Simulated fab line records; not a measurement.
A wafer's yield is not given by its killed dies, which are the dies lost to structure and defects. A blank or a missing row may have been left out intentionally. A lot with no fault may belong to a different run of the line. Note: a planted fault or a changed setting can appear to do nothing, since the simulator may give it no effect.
Which of the tools did it? / flow n5-finfet / 24 lots with 72 wafers sampled at 6 steps, on a route of 1938 steps

== WHAT THE GAUGES READ, wafer by wafer ==
N5_BEOL_M1_INSPECT_59: inspects for defects (darkfield). Usual: raw-defect-count 77, standard deviation 25.
lot=L074; measured=day 6 09:23; on=defect-inspect-01; raw-defect-count=50 41 53; flag=
lot=L075; measured=day 6 12:04; on=defect-inspect-02; raw-defect-count=45 43 62; flag=
lot=L076; measured=day 6 18:04; on=defect-inspect-01; raw-defect-count=69 62 45; flag=
lot=L077; measured=day 7 04:43; on=defect-inspect-01; raw-defect-count=75 85 83; flag=
lot=L078; measured=day 7 10:37; on=defect-inspect-01; raw-defect-count=90 67 81; flag=
lot=L079; measured=day 7 13:47; on=defect-inspect-02; raw-defect-count=96 83 92; flag=
lot=L080; measured=day 8 06:11; on=defect-inspect-01; raw-defect-count=59 78 84; flag=
lot=L081; measured=day 8 09:37; on=defect-inspect-02; raw-defect-count=70 68 56; flag=
lot=L082; measured=day 8 10:52; on=defect-inspect-01; raw-defect-count=62 126 94; flag=
lot=L083; measured=day 8 15:16; on=defect-inspect-01; raw-defect-count=50 71 70; flag=
lot=L084; measured=day 8 15:54; on=defect-inspect-01; raw-defect-count=72 67 69; flag=
lot=L086; measured=day 9 11:04; on=defect-inspect-01; raw-defect-count=76 48 45; flag=
lot=L085; measured=day 9 16:49; on=defect-inspect-02; raw-defect-count=97 58 158; flag=
lot=L087; measured=day 9 17:44; on=defect-inspect-01; raw-defect-count=56 63 91; flag=
lot=L088; measured=day 9 22:40; on=defect-inspect-01; raw-defect-count=59 62 73; flag=
lot=L089; measured=day 10 04:26; on=defect-inspect-02; raw-defect-count=98 81 67; flag=
lot=L090; measured=day 10 10:28; on=defect-inspect-01; raw-defect-count=93 84 88; flag=
lot=L091; measured=day 10 19:13; on=defect-inspect-02; raw-defect-count=40 61 45; flag=
lot=L093; measured=day 11 00:56; on=defect-inspect-01; raw-defect-count=75 108 68; flag=
lot=L092; measured=day 11 01:13; on=defect-inspect-02; raw-defect-count=52 73 70; flag=
lot=L094; measured=day 11 11:40; on=defect-inspect-01; raw-defect-count=66 57 49; flag=
lot=L095; measured=day 11 22:33; on=defect-inspect-01; raw-defect-count=125 89 93; flag=
lot=L096; measured=day 12 02:37; on=defect-inspect-02; raw-defect-count=106 125 138; flag=
lot=L097; measured=day 12 14:10; on=defect-inspect-01; raw-defect-count=71 64 59; flag=

== EACH LOT AND THE TOOL THAT RAN IT (in order: tool; ch and the chambers of the sampled wafers; start) ==
lot=L074; N5_BEOL_M1_DEGAS_44=pvd-sputter-02, day 6 05:35; N5_BEOL_M1_SPUTTER_48=pvd-sputter-02, day 6 06:26; N5_BEOL_M1_SPUTTER_81=pvd-sputter-02, day 6 06:53; N5_BEOL_M1_ANNEAL_87=pvd-sputter-02, day 6 07:11; N5_BEOL_M1_CO_CAP_55=cvd-co-02 ch 1,2, day 6 09:11
lot=L075; N5_BEOL_M1_DEGAS_44=pvd-sputter-01, day 6 08:32; N5_BEOL_M1_SPUTTER_48=pvd-sputter-01, day 6 09:13; N5_BEOL_M1_SPUTTER_81=pvd-sputter-01, day 6 09:40; N5_BEOL_M1_ANNEAL_87=pvd-sputter-01, day 6 09:58; N5_BEOL_M1_CO_CAP_55=cvd-co-02 ch 0,1,2, day 6 11:51
lot=L076; N5_BEOL_M1_DEGAS_44=pvd-sputter-02, day 6 12:50; N5_BEOL_M1_SPUTTER_48=pvd-sputter-01, day 6 15:13; N5_BEOL_M1_SPUTTER_81=pvd-sputter-01, day 6 15:40; N5_BEOL_M1_ANNEAL_87=pvd-sputter-01, day 6 15:58; N5_BEOL_M1_CO_CAP_55=cvd-co-02 ch 0,1, day 6 17:51
lot=L077; N5_BEOL_M1_DEGAS_44=pvd-sputter-03, day 7 01:13; N5_BEOL_M1_SPUTTER_48=pvd-sputter-03, day 7 01:52; N5_BEOL_M1_SPUTTER_81=pvd-sputter-03, day 7 02:19; N5_BEOL_M1_ANNEAL_87=pvd-sputter-03, day 7 02:37; N5_BEOL_M1_CO_CAP_55=cvd-co-02 ch 0,2, day 7 04:30
lot=L078; N5_BEOL_M1_DEGAS_44=pvd-sputter-02, day 7 07:02; N5_BEOL_M1_SPUTTER_48=pvd-sputter-02, day 7 07:43; N5_BEOL_M1_SPUTTER_81=pvd-sputter-02, day 7 08:10; N5_BEOL_M1_ANNEAL_87=pvd-sputter-02, day 7 08:28; N5_BEOL_M1_CO_CAP_55=cvd-co-02 ch 0,1, day 7 10:24
lot=L079; N5_BEOL_M1_DEGAS_44=pvd-sputter-03, day 7 10:19; N5_BEOL_M1_SPUTTER_48=pvd-sputter-03, day 7 10:56; N5_BEOL_M1_SPUTTER_81=pvd-sputter-03, day 7 11:23; N5_BEOL_M1_ANNEAL_87=pvd-sputter-03, day 7 11:41; N5_BEOL_M1_CO_CAP_55=cvd-co-02 ch 0,1,2, day 7 13:34
lot=L080; N5_BEOL_M1_DEGAS_44=pvd-sputter-03, day 8 02:33; N5_BEOL_M1_SPUTTER_48=pvd-sputter-01, day 8 03:21; N5_BEOL_M1_SPUTTER_81=pvd-sputter-01, day 8 03:47; N5_BEOL_M1_ANNEAL_87=pvd-sputter-01, day 8 04:05; N5_BEOL_M1_CO_CAP_55=cvd-co-02 ch 0,1,2, day 8 05:58
lot=L081; N5_BEOL_M1_DEGAS_44=pvd-sputter-03, day 8 06:13; N5_BEOL_M1_SPUTTER_48=pvd-sputter-02, day 8 06:47; N5_BEOL_M1_SPUTTER_81=pvd-sputter-02, day 8 07:13; N5_BEOL_M1_ANNEAL_87=pvd-sputter-02, day 8 07:31; N5_BEOL_M1_CO_CAP_55=cvd-co-01 ch 0,1, day 8 09:25
lot=L082; N5_BEOL_M1_DEGAS_44=pvd-sputter-03, day 8 06:49; N5_BEOL_M1_SPUTTER_48=pvd-sputter-03, day 8 07:57; N5_BEOL_M1_SPUTTER_81=pvd-sputter-03, day 8 08:23; N5_BEOL_M1_ANNEAL_87=pvd-sputter-03, day 8 08:41; N5_BEOL_M1_CO_CAP_55=cvd-co-02 ch 1,2, day 8 10:38
lot=L083; N5_BEOL_M1_DEGAS_44=pvd-sputter-02, day 8 11:52; N5_BEOL_M1_SPUTTER_48=pvd-sputter-01, day 8 12:25; N5_BEOL_M1_SPUTTER_81=pvd-sputter-01, day 8 12:52; N5_BEOL_M1_ANNEAL_87=pvd-sputter-01, day 8 13:10; N5_BEOL_M1_CO_CAP_55=cvd-co-01 ch 1,2, day 8 15:03
lot=L084; N5_BEOL_M1_DEGAS_44=pvd-sputter-01, day 8 12:20; N5_BEOL_M1_SPUTTER_48=pvd-sputter-03, day 8 13:03; N5_BEOL_M1_SPUTTER_81=pvd-sputter-03, day 8 13:29; N5_BEOL_M1_ANNEAL_87=pvd-sputter-03, day 8 13:47; N5_BEOL_M1_CO_CAP_55=cvd-co-02 ch 0,1, day 8 15:41
lot=L086; N5_BEOL_M1_DEGAS_44=pvd-sputter-03, day 9 07:19; N5_BEOL_M1_SPUTTER_48=pvd-sputter-01, day 9 08:14; N5_BEOL_M1_SPUTTER_81=pvd-sputter-01, day 9 08:40; N5_BEOL_M1_ANNEAL_87=pvd-sputter-01, day 9 08:58; N5_BEOL_M1_CO_CAP_55=cvd-co-01 ch 0,2, day 9 10:51
lot=L085; N5_BEOL_M1_DEGAS_44=pvd-sputter-01, day 9 13:02; N5_BEOL_M1_SPUTTER_48=pvd-sputter-02, day 9 13:57; N5_BEOL_M1_SPUTTER_81=pvd-sputter-02, day 9 14:23; N5_BEOL_M1_ANNEAL_87=pvd-sputter-02, day 9 14:41; N5_BEOL_M1_CO_CAP_55=cvd-co-02 ch 0,1,2, day 9 16:34
lot=L087; N5_BEOL_M1_DEGAS_44=pvd-sputter-03, day 9 14:08; N5_BEOL_M1_SPUTTER_48=pvd-sputter-01, day 9 14:52; N5_BEOL_M1_SPUTTER_81=pvd-sputter-01, day 9 15:19; N5_BEOL_M1_ANNEAL_87=pvd-sputter-01, day 9 15:37; N5_BEOL_M1_CO_CAP_55=cvd-co-01 ch 0,1,2, day 9 17:30
lot=L088; N5_BEOL_M1_DEGAS_44=pvd-sputter-02, day 9 17:28; N5_BEOL_M1_SPUTTER_48=pvd-sputter-02, day 9 19:50; N5_BEOL_M1_SPUTTER_81=pvd-sputter-02, day 9 20:16; N5_BEOL_M1_ANNEAL_87=pvd-sputter-02, day 9 20:34; N5_BEOL_M1_CO_CAP_55=cvd-co-01 ch 1,2, day 9 22:27
lot=L089; N5_BEOL_M1_DEGAS_44=pvd-sputter-03, day 10 00:55; N5_BEOL_M1_SPUTTER_48=pvd-sputter-02, day 10 01:36; N5_BEOL_M1_SPUTTER_81=pvd-sputter-02, day 10 02:02; N5_BEOL_M1_ANNEAL_87=pvd-sputter-02, day 10 02:20; N5_BEOL_M1_CO_CAP_55=cvd-co-01 ch 0,2, day 10 04:14
lot=L090; N5_BEOL_M1_DEGAS_44=pvd-sputter-02, day 10 06:52; N5_BEOL_M1_SPUTTER_48=pvd-sputter-03, day 10 07:38; N5_BEOL_M1_SPUTTER_81=pvd-sputter-03, day 10 08:04; N5_BEOL_M1_ANNEAL_87=pvd-sputter-03, day 10 08:22; N5_BEOL_M1_CO_CAP_55=cvd-co-01 ch 1,2, day 10 10:15
lot=L091; N5_BEOL_M1_DEGAS_44=pvd-sputter-03, day 10 15:31; N5_BEOL_M1_SPUTTER_48=pvd-sputter-01, day 10 16:23; N5_BEOL_M1_SPUTTER_81=pvd-sputter-01, day 10 16:50; N5_BEOL_M1_ANNEAL_87=pvd-sputter-01, day 10 17:08; N5_BEOL_M1_CO_CAP_55=cvd-co-02 ch 0,1, day 10 19:01
lot=L093; N5_BEOL_M1_DEGAS_44=pvd-sputter-01, day 10 21:24; N5_BEOL_M1_SPUTTER_48=pvd-sputter-03, day 10 22:07; N5_BEOL_M1_SPUTTER_81=pvd-sputter-03, day 10 22:33; N5_BEOL_M1_ANNEAL_87=pvd-sputter-03, day 10 22:51; N5_BEOL_M1_CO_CAP_55=cvd-co-02 ch 0,1, day 11 00:44
lot=L092; N5_BEOL_M1_DEGAS_44=pvd-sputter-01, day 10 21:34; N5_BEOL_M1_SPUTTER_48=pvd-sputter-02, day 10 22:21; N5_BEOL_M1_SPUTTER_81=pvd-sputter-02, day 10 22:47; N5_BEOL_M1_ANNEAL_87=pvd-sputter-02, day 10 23:05; N5_BEOL_M1_CO_CAP_55=cvd-co-02 ch 0,1, day 11 01:00
lot=L094; N5_BEOL_M1_DEGAS_44=pvd-sputter-03, day 11 07:48; N5_BEOL_M1_SPUTTER_48=pvd-sputter-01, day 11 08:46; N5_BEOL_M1_SPUTTER_81=pvd-sputter-01, day 11 09:13; N5_BEOL_M1_ANNEAL_87=pvd-sputter-01, day 11 09:31; N5_BEOL_M1_CO_CAP_55=cvd-co-01 ch 1,2, day 11 11:25
lot=L095; N5_BEOL_M1_DEGAS_44=pvd-sputter-01, day 11 18:33; N5_BEOL_M1_SPUTTER_48=pvd-sputter-01, day 11 19:14; N5_BEOL_M1_SPUTTER_81=pvd-sputter-01, day 11 19:40; N5_BEOL_M1_ANNEAL_87=pvd-sputter-01, day 11 19:58; N5_BEOL_M1_CO_CAP_55=cvd-co-02 ch 0,1, day 11 22:20
lot=L096; N5_BEOL_M1_DEGAS_44=pvd-sputter-03, day 11 22:49; N5_BEOL_M1_SPUTTER_48=pvd-sputter-01, day 11 23:47; N5_BEOL_M1_SPUTTER_81=pvd-sputter-01, day 12 00:13; N5_BEOL_M1_ANNEAL_87=pvd-sputter-01, day 12 00:31; N5_BEOL_M1_CO_CAP_55=cvd-co-02 ch 0,1,2, day 12 02:25
lot=L097; N5_BEOL_M1_DEGAS_44=pvd-sputter-01, day 12 08:28; N5_BEOL_M1_SPUTTER_48=pvd-sputter-01, day 12 11:20; N5_BEOL_M1_SPUTTER_81=pvd-sputter-01, day 12 11:47; N5_BEOL_M1_ANNEAL_87=pvd-sputter-01, day 12 12:05; N5_BEOL_M1_CO_CAP_55=cvd-co-02 ch 0,1,2, day 12 13:58
- N5_BEOL_M1_DEGAS_44: time 60 s.
- N5_BEOL_M1_SPUTTER_48: material Cu, target thk 4.5 nm, time 8.29 s.
- N5_BEOL_M1_SPUTTER_81: material Cu, target thk 4.5 nm, time 8.29 s.
- N5_BEOL_M1_ANNEAL_87: time 240 s.
- N5_BEOL_M1_CO_CAP_55: material Co, precursor CCTBA/H2, target thk 2 nm, time 102.1 s.

== AS READ BY THE TOOLS THEMSELVES (means over the sampled wafers that have a number; for cases with no such wafer, the mark the record gives instead) ==
N5_BEOL_M1_DEGAS_44. Usual: heater-power-w 329 W, standard deviation 27.
lot=L074; tool=pvd-sputter-02; heater-power-w (W)=335; flag=
lot=L075; tool=pvd-sputter-01; heater-power-w (W)=322; flag=
lot=L076; tool=pvd-sputter-02; heater-power-w (W)=364; flag=
lot=L077; tool=pvd-sputter-03; heater-power-w (W)=345; flag=
lot=L078; tool=pvd-sputter-02; heater-power-w (W)=342; flag=
lot=L079; tool=pvd-sputter-03; heater-power-w (W)=322; flag=
lot=L080; tool=pvd-sputter-03; heater-power-w (W)=309; flag=
lot=L081; tool=pvd-sputter-03; heater-power-w (W)=351; flag=
lot=L082; tool=pvd-sputter-03; heater-power-w (W)=327; flag=
lot=L083; tool=pvd-sputter-02; heater-power-w (W)=324; flag=
lot=L084; tool=pvd-sputter-01; heater-power-w (W)=318; flag=
lot=L086; tool=pvd-sputter-03; heater-power-w (W)=344; flag=
lot=L085; tool=pvd-sputter-01; heater-power-w (W)=292; flag=
lot=L087; tool=pvd-sputter-03; heater-power-w (W)=308; flag=
lot=L088; tool=pvd-sputter-02; heater-power-w (W)=336; flag=
lot=L089; tool=pvd-sputter-03; heater-power-w (W)=338; flag=
lot=L090; tool=pvd-sputter-02; heater-power-w (W)=347; flag=
lot=L091; tool=pvd-sputter-03; heater-power-w (W)=324; flag=
lot=L093; tool=pvd-sputter-01; heater-power-w (W)=301; flag=
lot=L092; tool=pvd-sputter-01; heater-power-w (W)=302; flag=
lot=L094; tool=pvd-sputter-03; heater-power-w (W)=332; flag=
lot=L095; tool=pvd-sputter-01; heater-power-w (W)=298; flag=
lot=L096; tool=pvd-sputter-03; heater-power-w (W)=321; flag=
lot=L097; tool=pvd-sputter-01; heater-power-w (W)=293; flag=

N5_BEOL_M1_SPUTTER_48. Usual: chuck-gas-flow-sccm 1.26 sccm, standard deviation 0.055; throttle-valve-pct 29.7 %, standard deviation 0.9.
lot=L074; tool=pvd-sputter-02; chuck-gas-flow-sccm (sccm)=1.27; throttle-valve-pct (%)=28.9; flag=
lot=L075; tool=pvd-sputter-01; chuck-gas-flow-sccm (sccm)=1.30; throttle-valve-pct (%)=30.0; flag=
lot=L076; tool=pvd-sputter-01; chuck-gas-flow-sccm (sccm)=1.26; throttle-valve-pct (%)=30.0; flag=
lot=L077; tool=pvd-sputter-03; chuck-gas-flow-sccm (sccm)=1.29; throttle-valve-pct (%)=29.2; flag=
lot=L078; tool=pvd-sputter-02; chuck-gas-flow-sccm (sccm)=1.27; throttle-valve-pct (%)=29.7; flag=
lot=L079; tool=pvd-sputter-03; chuck-gas-flow-sccm (sccm)=1.25; throttle-valve-pct (%)=30.1; flag=
lot=L080; tool=pvd-sputter-01; chuck-gas-flow-sccm (sccm)=1.25; throttle-valve-pct (%)=30.1; flag=
lot=L081; tool=pvd-sputter-02; chuck-gas-flow-sccm (sccm)=1.26; throttle-valve-pct (%)=29.0; flag=
lot=L082; tool=pvd-sputter-03; chuck-gas-flow-sccm (sccm)=1.31; throttle-valve-pct (%)=29.6; flag=
lot=L083; tool=pvd-sputter-01; chuck-gas-flow-sccm (sccm)=1.29; throttle-valve-pct (%)=29.8; flag=
lot=L084; tool=pvd-sputter-03; chuck-gas-flow-sccm (sccm)=1.23; throttle-valve-pct (%)=29.9; flag=
lot=L086; tool=pvd-sputter-01; chuck-gas-flow-sccm (sccm)=1.27; throttle-valve-pct (%)=29.8; flag=
lot=L085; tool=pvd-sputter-02; chuck-gas-flow-sccm (sccm)=1.26; throttle-valve-pct (%)=28.8; flag=
lot=L087; tool=pvd-sputter-01; chuck-gas-flow-sccm (sccm)=1.22; throttle-valve-pct (%)=29.6; flag=
lot=L088; tool=pvd-sputter-02; chuck-gas-flow-sccm (sccm)=1.23; throttle-valve-pct (%)=29.9; flag=
lot=L089; tool=pvd-sputter-02; chuck-gas-flow-sccm (sccm)=1.28; throttle-valve-pct (%)=29.4; flag=
lot=L090; tool=pvd-sputter-03; chuck-gas-flow-sccm (sccm)=1.22; throttle-valve-pct (%)=30.7; flag=
lot=L091; tool=pvd-sputter-01; chuck-gas-flow-sccm (sccm)=1.29; throttle-valve-pct (%)=29.9; flag=
lot=L093; tool=pvd-sputter-03; chuck-gas-flow-sccm (sccm)=1.25; throttle-valve-pct (%)=29.4; flag=
lot=L092; tool=pvd-sputter-02; chuck-gas-flow-sccm (sccm)=1.17; throttle-valve-pct (%)=28.7; flag=
lot=L094; tool=pvd-sputter-01; chuck-gas-flow-sccm (sccm)=1.28; throttle-valve-pct (%)=29.8; flag=
lot=L095; tool=pvd-sputter-01; chuck-gas-flow-sccm (sccm)=1.25; throttle-valve-pct (%)=30.3; flag=
lot=L096; tool=pvd-sputter-01; chuck-gas-flow-sccm (sccm)=1.28; throttle-valve-pct (%)=29.9; flag=
lot=L097; tool=pvd-sputter-01; chuck-gas-flow-sccm (sccm)=1.24; throttle-valve-pct (%)=29.3; flag=

N5_BEOL_M1_SPUTTER_81. Usual: chuck-gas-flow-sccm 1.27 sccm, standard deviation 0.054; throttle-valve-pct 29.7 %, standard deviation 0.92.
lot=L074; tool=pvd-sputter-02; chuck-gas-flow-sccm (sccm)=1.22; throttle-valve-pct (%)=29.0; flag=
lot=L075; tool=pvd-sputter-01; chuck-gas-flow-sccm (sccm)=1.29; throttle-valve-pct (%)=29.9; flag=
lot=L076; tool=pvd-sputter-01; chuck-gas-flow-sccm (sccm)=1.30; throttle-valve-pct (%)=30.0; flag=
lot=L077; tool=pvd-sputter-03; chuck-gas-flow-sccm (sccm)=1.29; throttle-valve-pct (%)=29.2; flag=
lot=L078; tool=pvd-sputter-02; chuck-gas-flow-sccm (sccm)=1.31; throttle-valve-pct (%)=29.7; flag=
lot=L079; tool=pvd-sputter-03; chuck-gas-flow-sccm (sccm)=1.29; throttle-valve-pct (%)=29.9; flag=
lot=L080; tool=pvd-sputter-01; chuck-gas-flow-sccm (sccm)=1.31; throttle-valve-pct (%)=30.1; flag=
lot=L081; tool=pvd-sputter-02; chuck-gas-flow-sccm (sccm)=1.32; throttle-valve-pct (%)=28.8; flag=
lot=L082; tool=pvd-sputter-03; chuck-gas-flow-sccm (sccm)=1.27; throttle-valve-pct (%)=29.6; flag=
lot=L083; tool=pvd-sputter-01; chuck-gas-flow-sccm (sccm)=1.26; throttle-valve-pct (%)=29.8; flag=
lot=L084; tool=pvd-sputter-03; chuck-gas-flow-sccm (sccm)=1.20; throttle-valve-pct (%)=30.0; flag=
lot=L086; tool=pvd-sputter-01; chuck-gas-flow-sccm (sccm)=1.21; throttle-valve-pct (%)=29.8; flag=
lot=L085; tool=pvd-sputter-02; chuck-gas-flow-sccm (sccm)=1.24; throttle-valve-pct (%)=28.6; flag=
lot=L087; tool=pvd-sputter-01; chuck-gas-flow-sccm (sccm)=1.24; throttle-valve-pct (%)=29.7; flag=
lot=L088; tool=pvd-sputter-02; chuck-gas-flow-sccm (sccm)=1.32; throttle-valve-pct (%)=29.8; flag=
lot=L089; tool=pvd-sputter-02; chuck-gas-flow-sccm (sccm)=1.31; throttle-valve-pct (%)=29.4; flag=
lot=L090; tool=pvd-sputter-03; chuck-gas-flow-sccm (sccm)=1.24; throttle-valve-pct (%)=30.9; flag=
lot=L091; tool=pvd-sputter-01; chuck-gas-flow-sccm (sccm)=1.25; throttle-valve-pct (%)=30.0; flag=
lot=L093; tool=pvd-sputter-03; chuck-gas-flow-sccm (sccm)=1.34; throttle-valve-pct (%)=29.6; flag=
lot=L092; tool=pvd-sputter-02; chuck-gas-flow-sccm (sccm)=1.27; throttle-valve-pct (%)=28.7; flag=
lot=L094; tool=pvd-sputter-01; chuck-gas-flow-sccm (sccm)=1.30; throttle-valve-pct (%)=29.7; flag=
lot=L095; tool=pvd-sputter-01; chuck-gas-flow-sccm (sccm)=1.26; throttle-valve-pct (%)=30.5; flag=
lot=L096; tool=pvd-sputter-01; chuck-gas-flow-sccm (sccm)=1.29; throttle-valve-pct (%)=30.1; flag=
lot=L097; tool=pvd-sputter-01; chuck-gas-flow-sccm (sccm)=1.28; throttle-valve-pct (%)=29.2; flag=

N5_BEOL_M1_ANNEAL_87. Usual: heater-power-w 815 W, standard deviation 71.
lot=L074; tool=pvd-sputter-02; heater-power-w (W)=927; flag=
lot=L075; tool=pvd-sputter-01; heater-power-w (W)=759; flag=
lot=L076; tool=pvd-sputter-01; heater-power-w (W)=765; flag=
lot=L077; tool=pvd-sputter-03; heater-power-w (W)=866; flag=
lot=L078; tool=pvd-sputter-02; heater-power-w (W)=833; flag=
lot=L079; tool=pvd-sputter-03; heater-power-w (W)=805; flag=
lot=L080; tool=pvd-sputter-01; heater-power-w (W)=840; flag=
lot=L081; tool=pvd-sputter-02; heater-power-w (W)=897; flag=
lot=L082; tool=pvd-sputter-03; heater-power-w (W)=878; flag=
lot=L083; tool=pvd-sputter-01; heater-power-w (W)=764; flag=
lot=L084; tool=pvd-sputter-03; heater-power-w (W)=834; flag=
lot=L086; tool=pvd-sputter-01; heater-power-w (W)=797; flag=
lot=L085; tool=pvd-sputter-02; heater-power-w (W)=842; flag=
lot=L087; tool=pvd-sputter-01; heater-power-w (W)=756; flag=
lot=L088; tool=pvd-sputter-02; heater-power-w (W)=832; flag=
lot=L089; tool=pvd-sputter-02; heater-power-w (W)=882; flag=
lot=L090; tool=pvd-sputter-03; heater-power-w (W)=824; flag=
lot=L091; tool=pvd-sputter-01; heater-power-w (W)=765; flag=
lot=L093; tool=pvd-sputter-03; heater-power-w (W)=889; flag=
lot=L092; tool=pvd-sputter-02; heater-power-w (W)=888; flag=
lot=L094; tool=pvd-sputter-01; heater-power-w (W)=744; flag=
lot=L095; tool=pvd-sputter-01; heater-power-w (W)=804; flag=
lot=L096; tool=pvd-sputter-01; heater-power-w (W)=798; flag=
lot=L097; tool=pvd-sputter-01; heater-power-w (W)=794; flag=

N5_BEOL_M1_CO_CAP_55. Usual: heater-power-w 264 W, standard deviation 32.
lot=L074; tool=cvd-co-02; heater-power-w (W)=294; flag=
lot=L075; tool=cvd-co-02; heater-power-w (W)=278; flag=
lot=L076; tool=cvd-co-02; heater-power-w (W)=299; flag=
lot=L077; tool=cvd-co-02; heater-power-w (W)=263; flag=
lot=L078; tool=cvd-co-02; heater-power-w (W)=284; flag=
lot=L079; tool=cvd-co-02; heater-power-w (W)=283; flag=
lot=L080; tool=cvd-co-02; heater-power-w (W)=277; flag=
lot=L081; tool=cvd-co-01; heater-power-w (W)=250; flag=
lot=L082; tool=cvd-co-02; heater-power-w (W)=297; flag=
lot=L083; tool=cvd-co-01; heater-power-w (W)=223; flag=
lot=L084; tool=cvd-co-02; heater-power-w (W)=283; flag=
lot=L086; tool=cvd-co-01; heater-power-w (W)=237; flag=
lot=L085; tool=cvd-co-02; heater-power-w (W)=277; flag=
lot=L087; tool=cvd-co-01; heater-power-w (W)=234; flag=
lot=L088; tool=cvd-co-01; heater-power-w (W)=239; flag=
lot=L089; tool=cvd-co-01; heater-power-w (W)=234; flag=
lot=L090; tool=cvd-co-01; heater-power-w (W)=235; flag=
lot=L091; tool=cvd-co-02; heater-power-w (W)=284; flag=
lot=L093; tool=cvd-co-02; heater-power-w (W)=304; flag=
lot=L092; tool=cvd-co-02; heater-power-w (W)=285; flag=
lot=L094; tool=cvd-co-01; heater-power-w (W)=224; flag=
lot=L095; tool=cvd-co-02; heater-power-w (W)=282; flag=
lot=L096; tool=cvd-co-02; heater-power-w (W)=276; flag=
lot=L097; tool=cvd-co-02; heater-power-w (W)=284; flag=

== THE ANSWER, worked out from the rows above alone ==
Rule: a lot is off if the mean of its wafers that have a number lies more than 3 standard deviations from the usual mean. A lot without any number at a reading at which 4 lots or more have one is off too. The other lots that the step has rows for count as sound. The gauges are gone through in route order, then the tools' own readings, and for those a lot's mean is taken as printed above. At the first step where some lot is off, the reading lying furthest off is the one used; lots without a number count as furthest.
None of the lots is off at any reading shown; this tells nothing.

== WHAT THE SIMULATOR HAD PUT IN ==
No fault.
